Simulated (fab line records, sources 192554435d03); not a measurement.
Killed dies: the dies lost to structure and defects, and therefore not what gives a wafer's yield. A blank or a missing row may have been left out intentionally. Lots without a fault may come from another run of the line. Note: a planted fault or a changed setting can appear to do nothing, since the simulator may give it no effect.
Split-lot trial || flow n5Finfet || 39 wafers read from 7 lots, route of 1938 steps

SPLIT DETAILS
At N5_BEOL_M7_VIA_ETCH_34 (etches SiCOH lowk in C4F6/O2, target depth 125.5 nm, time 50.5 s), the setting timeS was moved away from the recipe's 50.5 s on 15 of the 39 wafers read, by -47.7% to +52.7%. The other wafers ran this setting at the recipe's value.

The reading comes from the split's own step.

THE READING
SOC_of_BEOL_M7_COAT_63.thkNm (the simulator's own value, which no gauge read), in nm, at N5_BEOL_M7_VIA_ETCH_34 (etches SiCOH lowk in C4F6/O2, target depth 125.5 nm, time 50.5 s). The file does not state a usual value for it. The 24 wafers here that ran the recipe average 53.8 nm, standard deviation 0.27 nm.

{"wafer": "L074.1", "tool, chamber at the split": "rieDiel-03, 2", "timeS as run, s": 74.59, "against the recipe": "+47.7%", "SOC_of_BEOL_M7_COAT_63.thkNm, nm": 51.6, "against lot-mates on the recipe": -2.7}
{"wafer": "L074.2", "tool, chamber at the split": "rieDiel-03, 3", "timeS as run, s": 50.5, "against the recipe": "recipe", "SOC_of_BEOL_M7_COAT_63.thkNm, nm": 54, "against lot-mates on the recipe": "-"}
{"wafer": "L074.3", "tool, chamber at the split": "rieDiel-03, 1", "timeS as run, s": 50.5, "against the recipe": "recipe", "SOC_of_BEOL_M7_COAT_63.thkNm, nm": 54.6, "against lot-mates on the recipe": "-"}
{"wafer": "L074.4", "tool, chamber at the split": "rieDiel-03, 2", "timeS as run, s": 74.59, "against the recipe": "+47.7%", "SOC_of_BEOL_M7_COAT_63.thkNm, nm": 51.6, "against lot-mates on the recipe": -2.7}
{"wafer": "L074.5", "tool, chamber at the split": "rieDiel-03, 1", "timeS as run, s": 74.59, "against the recipe": "+47.7%", "SOC_of_BEOL_M7_COAT_63.thkNm, nm": 51.4, "against lot-mates on the recipe": -2.9}
{"wafer": "L074.6", "tool, chamber at the split": "rieDiel-03, 3", "timeS as run, s": 50.5, "against the recipe": "recipe", "SOC_of_BEOL_M7_COAT_63.thkNm, nm": 54.2, "against lot-mates on the recipe": "-"}
{"wafer": "L082.1", "tool, chamber at the split": "rieDiel-03, 2", "timeS as run, s": 26.4, "against the recipe": "-47.7%", "SOC_of_BEOL_M7_COAT_63.thkNm, nm": 56.6, "against lot-mates on the recipe": "+2.9"}
{"wafer": "L082.2", "tool, chamber at the split": "rieDiel-03, 1", "timeS as run, s": 26.4, "against the recipe": "-47.7%", "SOC_of_BEOL_M7_COAT_63.thkNm, nm": 56.8, "against lot-mates on the recipe": "+3.1"}
{"wafer": "L082.3", "tool, chamber at the split": "rieDiel-03, 0", "timeS as run, s": 26.4, "against the recipe": "-47.7%", "SOC_of_BEOL_M7_COAT_63.thkNm, nm": 56.6, "against lot-mates on the recipe": "+2.9"}
{"wafer": "L082.4", "tool, chamber at the split": "rieDiel-03, 3", "timeS as run, s": 50.5, "against the recipe": "recipe", "SOC_of_BEOL_M7_COAT_63.thkNm, nm": 54, "against lot-mates on the recipe": "-"}
{"wafer": "L082.5", "tool, chamber at the split": "rieDiel-03, 3", "timeS as run, s": 50.5, "against the recipe": "recipe", "SOC_of_BEOL_M7_COAT_63.thkNm, nm": 53.6, "against lot-mates on the recipe": "-"}
{"wafer": "L082.6", "tool, chamber at the split": "rieDiel-03, 2", "timeS as run, s": 50.5, "against the recipe": "recipe", "SOC_of_BEOL_M7_COAT_63.thkNm, nm": 53.6, "against lot-mates on the recipe": "-"}
{"wafer": "L085.1", "tool, chamber at the split": "rieDiel-03, 2", "timeS as run, s": 50.5, "against the recipe": "recipe", "SOC_of_BEOL_M7_COAT_63.thkNm, nm": 53.4, "against lot-mates on the recipe": "-"}
{"wafer": "L085.2", "tool, chamber at the split": "rieDiel-03, 3", "timeS as run, s": 50.5, "against the recipe": "recipe", "SOC_of_BEOL_M7_COAT_63.thkNm, nm": 53.6, "against lot-mates on the recipe": "-"}
{"wafer": "L085.3", "tool, chamber at the split": "rieDiel-03, 0", "timeS as run, s": 50.5, "against the recipe": "recipe", "SOC_of_BEOL_M7_COAT_63.thkNm, nm": 53.4, "against lot-mates on the recipe": "-"}
{"wafer": "L085.4", "tool, chamber at the split": "rieDiel-03, 1", "timeS as run, s": 50.5, "against the recipe": "recipe", "SOC_of_BEOL_M7_COAT_63.thkNm, nm": 53.8, "against lot-mates on the recipe": "-"}
{"wafer": "L085.5", "tool, chamber at the split": "rieDiel-03, 3", "timeS as run, s": 50.5, "against the recipe": "recipe", "SOC_of_BEOL_M7_COAT_63.thkNm, nm": 53.6, "against lot-mates on the recipe": "-"}
{"wafer": "L085.6", "tool, chamber at the split": "rieDiel-03, 0", "timeS as run, s": 50.5, "against the recipe": "recipe", "SOC_of_BEOL_M7_COAT_63.thkNm, nm": 53.6, "against lot-mates on the recipe": "-"}
{"wafer": "L090.1", "tool, chamber at the split": "rieDiel-01, 3", "timeS as run, s": 77.09, "against the recipe": "+52.7%", "SOC_of_BEOL_M7_COAT_63.thkNm, nm": 50.8, "against lot-mates on the recipe": -2.8}
{"wafer": "L090.2", "tool, chamber at the split": "rieDiel-01, 2", "timeS as run, s": 50.5, "against the recipe": "recipe", "SOC_of_BEOL_M7_COAT_63.thkNm, nm": 53.6, "against lot-mates on the recipe": "-"}
{"wafer": "L090.3", "tool, chamber at the split": "rieDiel-01, 1", "timeS as run, s": 77.09, "against the recipe": "+52.7%", "SOC_of_BEOL_M7_COAT_63.thkNm, nm": 50.6, "against lot-mates on the recipe": -3.0}
{"wafer": "L090.4", "tool, chamber at the split": "rieDiel-01, 0", "timeS as run, s": 50.5, "against the recipe": "recipe", "SOC_of_BEOL_M7_COAT_63.thkNm, nm": 53.6, "against lot-mates on the recipe": "-"}
{"wafer": "L090.5", "tool, chamber at the split": "rieDiel-01, 1", "timeS as run, s": 77.09, "against the recipe": "+52.7%", "SOC_of_BEOL_M7_COAT_63.thkNm, nm": 50.6, "against lot-mates on the recipe": -3.0}
{"wafer": "L090.6", "tool, chamber at the split": "rieDiel-01, 2", "timeS as run, s": 50.5, "against the recipe": "recipe", "SOC_of_BEOL_M7_COAT_63.thkNm, nm": 53.6, "against lot-mates on the recipe": "-"}
{"wafer": "L091.1", "tool, chamber at the split": "rieDiel-01, 0", "timeS as run, s": 50.5, "against the recipe": "recipe", "SOC_of_BEOL_M7_COAT_63.thkNm, nm": 53.8, "against lot-mates on the recipe": "-"}
{"wafer": "L091.2", "tool, chamber at the split": "rieDiel-01, 2", "timeS as run, s": 34.4, "against the recipe": "-31.9%", "SOC_of_BEOL_M7_COAT_63.thkNm, nm": 55.8, "against lot-mates on the recipe": "+1.9"}
{"wafer": "L091.3", "tool, chamber at the split": "rieDiel-01, 1", "timeS as run, s": 50.5, "against the recipe": "recipe", "SOC_of_BEOL_M7_COAT_63.thkNm, nm": 54, "against lot-mates on the recipe": "-"}
{"wafer": "L091.4", "tool, chamber at the split": "rieDiel-01, 1", "timeS as run, s": 34.4, "against the recipe": "-31.9%", "SOC_of_BEOL_M7_COAT_63.thkNm, nm": 56.4, "against lot-mates on the recipe": "+2.5"}
{"wafer": "L091.5", "tool, chamber at the split": "rieDiel-01, 2", "timeS as run, s": 34.4, "against the recipe": "-31.9%", "SOC_of_BEOL_M7_COAT_63.thkNm, nm": 56, "against lot-mates on the recipe": "+2.1"}
{"wafer": "L091.6", "tool, chamber at the split": "rieDiel-01, 0", "timeS as run, s": 50.5, "against the recipe": "recipe", "SOC_of_BEOL_M7_COAT_63.thkNm, nm": 53.8, "against lot-mates on the recipe": "-"}
{"wafer": "L092.1", "tool, chamber at the split": "rieDiel-06, 3", "timeS as run, s": 50.5, "against the recipe": "recipe", "SOC_of_BEOL_M7_COAT_63.thkNm, nm": 54, "against lot-mates on the recipe": "-"}
{"wafer": "L092.2", "tool, chamber at the split": "rieDiel-06, 0", "timeS as run, s": 60.4, "against the recipe": "+19.6%", "SOC_of_BEOL_M7_COAT_63.thkNm, nm": 52.8, "against lot-mates on the recipe": -1.1}
{"wafer": "L092.3", "tool, chamber at the split": "rieDiel-06, 2", "timeS as run, s": 50.5, "against the recipe": "recipe", "SOC_of_BEOL_M7_COAT_63.thkNm, nm": 53.8, "against lot-mates on the recipe": "-"}
{"wafer": "L092.4", "tool, chamber at the split": "rieDiel-06, 2", "timeS as run, s": 60.4, "against the recipe": "+19.6%", "SOC_of_BEOL_M7_COAT_63.thkNm, nm": 52.4, "against lot-mates on the recipe": -1.5}
{"wafer": "L092.5", "tool, chamber at the split": "rieDiel-06, 3", "timeS as run, s": 50.5, "against the recipe": "recipe", "SOC_of_BEOL_M7_COAT_63.thkNm, nm": 54, "against lot-mates on the recipe": "-"}
{"wafer": "L092.6", "tool, chamber at the split": "rieDiel-06, 0", "timeS as run, s": 60.4, "against the recipe": "+19.6%", "SOC_of_BEOL_M7_COAT_63.thkNm, nm": 53, "against lot-mates on the recipe": -0.9}
{"wafer": "L096.2", "tool, chamber at the split": "rieDiel-03, 1", "timeS as run, s": 50.5, "against the recipe": "recipe", "SOC_of_BEOL_M7_COAT_63.thkNm, nm": 54, "against lot-mates on the recipe": "-"}
{"wafer": "L096.3", "tool, chamber at the split": "rieDiel-03, 0", "timeS as run, s": 50.5, "against the recipe": "recipe", "SOC_of_BEOL_M7_COAT_63.thkNm, nm": 54, "against lot-mates on the recipe": "-"}
{"wafer": "L096.5", "tool, chamber at the split": "rieDiel-03, 1", "timeS as run, s": 50.5, "against the recipe": "recipe", "SOC_of_BEOL_M7_COAT_63.thkNm, nm": 54, "against lot-mates on the recipe": "-"}

FIT RESULTS
A straight line over all 39 wafers: SOC_of_BEOL_M7_COAT_63.thkNm changes by -0.0581 nm for each +1% of timeS; r = -0.98; the points scatter about the line by 0.3 nm.
The same after taking each lot's own level away (the mean of its wafers on the recipe; 39 wafers): -0.0597 nm for each +1%; r = -0.99; scatter 0.19 nm.
On that fit, the largest move of timeS shifts the reading by 3.1 nm.
Measured against the standard deviation above, the lots' own levels, which go from 53.57 to 54.27 nm, span 2.6 times it.
So the lot-to-lot level changes the slope little: the two slopes agree.
Check: for one of the wafers moved furthest among these (+52.7%), held out of the fit, the line's prediction against its lot-mates is -3.13 nm. Against them it came out at -2.8 nm.

OTHER SPLITS APPLIED TO THESE WAFERS
Before the reading, these wafers also passed through other splits. Each is held against what the fit with the lots' levels taken away leaves over:
{"other split on the same wafers": "N5_FIN_SAQP_ETCH_65 timeS", "wafers away from the commonest value": 18, "r with SOC_of_BEOL_M7_COAT_63.thkNm (lot level and that fit taken away)": -0.07}
{"other split on the same wafers": "N5_SD_EPI_N_EPI_21 epiGrowthTimeS", "wafers away from the commonest value": 12, "r with SOC_of_BEOL_M7_COAT_63.thkNm (lot level and that fit taken away)": "+0.08"}
{"other split on the same wafers": "N5_HKMG_FIN_PWFM_ALD_03 aldCycles", "wafers away from the commonest value": 9, "r with SOC_of_BEOL_M7_COAT_63.thkNm (lot level and that fit taken away)": -0.04}
{"other split on the same wafers": "N5_MOL_CONTACT_COAG_VIA_ETCH_46 targetDepthA", "wafers away from the commonest value": 15, "r with SOC_of_BEOL_M7_COAT_63.thkNm (lot level and that fit taken away)": "+0.24"}

THE WHOLE CHAIN: every reading that the file lists as answering this split, in the file's order
{"step": "N5_BEOL_M7_VIA_ETCH_34", "what it does": "etches SiCOH lowk in C4F6/O2, target depth 125.5 nm, time 50.5 s", "reading": "etch.depthNm (the simulator's own value, which no gauge read)", "change (the file's fit)": "+1.22 nm for each +1% of the setting", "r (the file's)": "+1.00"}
{"step": "N5_BEOL_M7_VIA_ETCH_34", "what it does": "etches SiCOH lowk in C4F6/O2, target depth 125.5 nm, time 50.5 s", "reading": "SOC_of_BEOL_M7_COAT_63.thkNm (the simulator's own value, which no gauge read)", "change (the file's fit)": "-0.0594 nm for each +1% of the setting", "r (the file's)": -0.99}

FILE'S OWN FIT
SOC_of_BEOL_M7_COAT_63.thkNm changes by -0.0594 nm for each +1% of timeS, r = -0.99.
